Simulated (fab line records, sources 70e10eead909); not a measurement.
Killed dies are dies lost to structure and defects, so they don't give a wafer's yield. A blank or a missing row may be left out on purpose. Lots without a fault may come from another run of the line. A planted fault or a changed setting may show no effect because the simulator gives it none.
Which tool did it? | flow nand_harc | 13 lots, 39 wafers sampled, at 6 steps of a route of 1302

WHAT THE GAUGES READ, wafer by wafer
NHARC_P_M0_THK_MEAS_24: measures by xrf. Usual: thk_nm 117.6 nm, standard deviation 1.4.
lot  | measured     | on            | thk_nm (nm)       | flag
L263 | day 6 05:02  | film_metro-01 | 118.5 120.0 118.6 |
L264 | day 6 22:43  | film_metro-02 | 116.2 117.0 118.8 |
L265 | day 7 08:29  | film_metro-02 | 119.0 116.3 116.8 |
L266 | day 7 11:06  | film_metro-02 | 120.2 116.8 120.0 |
L267 | day 7 16:48  | film_metro-02 | 115.8 114.9 114.6 |
L268 | day 8 07:50  | film_metro-01 | 116.7 115.9 117.3 |
L269 | day 8 18:24  | film_metro-01 | 116.6 116.0 115.6 |
L270 | day 8 23:38  | film_metro-02 | 118.1 117.7 117.0 |
L271 | day 9 10:41  | film_metro-01 | 117.1 117.1 117.4 |
L272 | day 10 00:13 | film_metro-02 | 118.2 119.7 117.2 |
L275 | day 11 02:14 | film_metro-02 | 115.0 116.3 119.3 |
L282 | day 14 13:32 | film_metro-01 | 116.4 117.7 117.6 |
L285 | day 15 15:21 | film_metro-02 | 117.0 118.8 119.0 |

NHARC_END_SORT_01. Usual: defect_limited_yield 91.4 %, standard deviation 2.5; killed_at_array 54, standard deviation 17; killed_at_other 1.0, standard deviation 1.4; killed_at_periphery 3.6, standard deviation 2.1; killed_dies 58, standard deviation 17; killed_open 3.2, standard deviation 2; killed_short 2.5, standard deviation 1.5.
lot  | measured     | on        | defect_limited_yield (%) | killed_at_array | killed_at_other | killed_at_periphery | killed_dies | killed_open | killed_short | flag
L282 | day 33 08:43 | prober-01 | 90.0                     | 63              | 1               | 4                   | 68          | 3           | 0            |
L285 | day 34 10:57 | prober-01 | 90.7                     | 57              | 0               | 6                   | 63          | 7           | 4            |

WHICH TOOL RAN EACH LOT (tool, then ch and the chambers of the sampled wafers, then the start)
lot  | NHARC_P_M0_ETCH_15                            | NHARC_P_M0_PVD_21                       | NHARC_P_M0_ECD_22              | NHARC_P_M0_CMP_23
L263 | rie_diel-09 ch 1,2,3, day 6 04:00 or earlier  | pvd_sputter-01, day 6 04:00 or earlier  | ecd_cu-01 ch 0,1, day 6 04:00  | cmp-03 ch 0,1,3, day 6 04:44
L264 | rie_diel-09 ch 0,2, day 6 21:44 or earlier    | pvd_sputter-01, day 6 21:44 or earlier  | ecd_cu-02 ch 0,1, day 6 21:44  | cmp-02 ch 0,1, day 6 22:24
L265 | rie_diel-02 ch 1,2,3, day 7 07:28 or earlier  | pvd_sputter-01, day 7 07:28 or earlier  | ecd_cu-02 ch 0,1, day 7 07:28  | cmp-04 ch 0,1,2, day 7 08:14
L266 | rie_diel-09 ch 1,2,3, day 7 10:04 or earlier  | pvd_sputter-03, day 7 10:04 or earlier  | ecd_cu-01 ch 0,1, day 7 10:04  | cmp-03 ch 1,2,3, day 7 10:49
L267 | rie_diel-02 ch 0,3, day 7 15:55 or earlier    | pvd_sputter-01, day 7 15:55 or earlier  | ecd_cu-02 ch 0,1, day 7 15:55  | cmp-04 ch 0,1,3, day 7 16:32
L268 | rie_diel-09 ch 0,1,2, day 8 06:47 or earlier  | pvd_sputter-01, day 8 06:47 or earlier  | ecd_cu-02 ch 0,1, day 8 06:47  | cmp-03 ch 0,2, day 8 07:32
L269 | rie_diel-11 ch 0,3, day 8 17:25 or earlier    | pvd_sputter-03, day 8 17:25 or earlier  | ecd_cu-01 ch 0,1, day 8 17:25  | cmp-04 ch 1,3, day 8 18:07
L270 | rie_diel-09 ch 1,2,3, day 8 22:42 or earlier  | pvd_sputter-02, day 8 22:42 or earlier  | ecd_cu-02 ch 0,1, day 8 22:42  | cmp-04 ch 0,1,2, day 8 23:23
L271 | rie_diel-02 ch 1,2, day 9 09:47 or earlier    | pvd_sputter-03, day 9 09:47 or earlier  | ecd_cu-01 ch 0,1, day 9 09:47  | cmp-03 ch 0,2,3, day 9 10:27
L272 | rie_diel-09 ch 1,2,3, day 9 23:16 or earlier  | pvd_sputter-01, day 9 23:16 or earlier  | ecd_cu-02 ch 0,1, day 9 23:16  | cmp-02 ch 0,1, day 9 23:53
L275 | rie_diel-09 ch 1,2,3, day 11 01:11 or earlier | pvd_sputter-02, day 11 01:11 or earlier | ecd_cu-01 ch 0,1, day 11 01:11 | cmp-02 ch 0,1,2, day 11 01:58
L282 | rie_diel-02 ch 0,3, day 14 12:32 or earlier   | pvd_sputter-01, day 14 12:32 or earlier | ecd_cu-02 ch 0,1, day 14 12:32 | cmp-03 ch 1,2,3, day 14 13:13
L285 | rie_diel-09 ch 0,1, day 15 14:22 or earlier   | pvd_sputter-01, day 15 14:22 or earlier | ecd_cu-02 ch 0,1, day 15 14:22 | cmp-03 ch 1,3, day 15 15:04
- NHARC_P_M0_ETCH_15: etches the open film in C4F8/Ar, target depth 150 nm, overetch 15 nm, time 82.5 s.
- NHARC_P_M0_PVD_21: deposits Cu, target thk 30 nm, time 20.49 s.
- NHARC_P_M0_ECD_22: material Cu, target thk 400 nm.
- NHARC_P_M0_CMP_23: polishes, t overpolish 20 s, target thk 117.54 nm.

WHAT THE TOOLS THEMSELVES READ (means of the sampled wafers that have a number; where no wafer has one, the mark that the record gives instead)
NHARC_P_M0_ETCH_15. Usual: oes_product_au 0.956 a.u., standard deviation 0.019; rf_vpp_V 441 V, standard deviation 3.1.
lot  | tool        | oes_product_au (a.u.) | rf_vpp_V (V) | flag
L263 | rie_diel-09 | 0.939                 | 442          |
L264 | rie_diel-09 | 0.967                 | 437          |
L265 | rie_diel-02 | 0.973                 | 442          |
L266 | rie_diel-09 | 0.946                 | 441          |
L267 | rie_diel-02 | 0.939                 | 441          |
L268 | rie_diel-09 | 0.968                 | 438          |
L269 | rie_diel-11 | 0.962                 | 439          |
L270 | rie_diel-09 | 0.972                 | 441          |
L271 | rie_diel-02 | 0.927                 | 442          |
L272 | rie_diel-09 | 0.967                 | 442          |
L275 | rie_diel-09 | 0.973                 | 442          |
L282 | rie_diel-02 | 0.978                 | 441          |
L285 | rie_diel-09 | 0.946                 | 440          |

NHARC_P_M0_PVD_21. Usual: cathode_dc_power_W 5000.0 W, standard deviation 0.96; throttle_valve_pct 29.8 %, standard deviation 1.
lot  | tool           | cathode_dc_power_W (W) | throttle_valve_pct (%) | flag
L263 | pvd_sputter-01 | 4999.5                 | 30.0                   |
L264 | pvd_sputter-01 | 4999.4                 | 30.8                   |
L265 | pvd_sputter-01 | 5000.6                 | 30.0                   |
L266 | pvd_sputter-03 | 5000.4                 | 29.7                   |
L267 | pvd_sputter-01 | 4999.8                 | 29.8                   |
L268 | pvd_sputter-01 | 5000.4                 | 29.0                   |
L269 | pvd_sputter-03 | 5000.6                 | 29.6                   |
L270 | pvd_sputter-02 | 5000.7                 | 30.1                   |
L271 | pvd_sputter-03 | 4999.5                 | 29.9                   |
L272 | pvd_sputter-01 | 4999.4                 | 29.9                   |
L275 | pvd_sputter-02 | 5000.7                 | 30.6                   |
L282 | pvd_sputter-01 | 4999.6                 | 29.2                   |
L285 | pvd_sputter-01 | 5000.8                 | 29.2                   |

NHARC_P_M0_CMP_23. Usual: motor_current_A 11.8 A, standard deviation 1; time_to_endpoint_s 28.6 s, standard deviation 2.7.
lot  | tool   | motor_current_A (A) | time_to_endpoint_s (s) | flag
L263 | cmp-03 | 12.1                | 30.3                   |
L264 | cmp-02 | 10.3                | 26.8                   |
L265 | cmp-04 | 11.8                | 27.4                   |
L266 | cmp-03 | 12.0                | 32.0                   |
L267 | cmp-04 | 11.3                | 26.8                   |
L268 | cmp-03 | 12.4                | 29.1                   |
L269 | cmp-04 | 10.9                | 27.1                   |
L270 | cmp-04 | 12.0                | 29.3                   |
L271 | cmp-03 | 11.8                | 27.6                   |
L272 | cmp-02 | 10.3                | 29.4                   |
L275 | cmp-02 | 11.0                | 29.8                   |
L282 | cmp-03 | 12.1                | 16.2                   | OFF
L285 | cmp-03 | 12.0                | 16.3                   | OFF

THE ANSWER, worked out from the rows above alone
Rule: a lot is off if the mean of its wafers that have a number lies more than 3 standard deviations from the usual mean. A lot without any number at a reading at which 4 lots or more have one is off too. The other lots that the step has rows for count as sound. The gauges are gone through in route order, then the tools' own readings, and for those a lot's mean is taken as printed above. The first step at which some lot is off is used, and at that step the reading that is off furthest; a lot without a number counts as furthest.
Off: L282, L285, at NHARC_P_M0_CMP_23 (time_to_endpoint_s).
A tool fits if, at that step or a process step before it, it ran every lot that is off, and no sound lot after the first of them. NHARC_P_M0_ETCH_15 gives no start for some lots, so the hours and the order of its lots are those of NHARC_P_M0_ECD_22. NHARC_P_M0_PVD_21 gives no start for some lots, so the hours and the order of its lots are those of NHARC_P_M0_ECD_22. Can't be told from this: 3 tools fit, pvd_sputter-01 at NHARC_P_M0_PVD_21, ecd_cu-02 at NHARC_P_M0_ECD_22, cmp-03 at NHARC_P_M0_CMP_23.

WHAT THE SIMULATOR HAD PUT IN
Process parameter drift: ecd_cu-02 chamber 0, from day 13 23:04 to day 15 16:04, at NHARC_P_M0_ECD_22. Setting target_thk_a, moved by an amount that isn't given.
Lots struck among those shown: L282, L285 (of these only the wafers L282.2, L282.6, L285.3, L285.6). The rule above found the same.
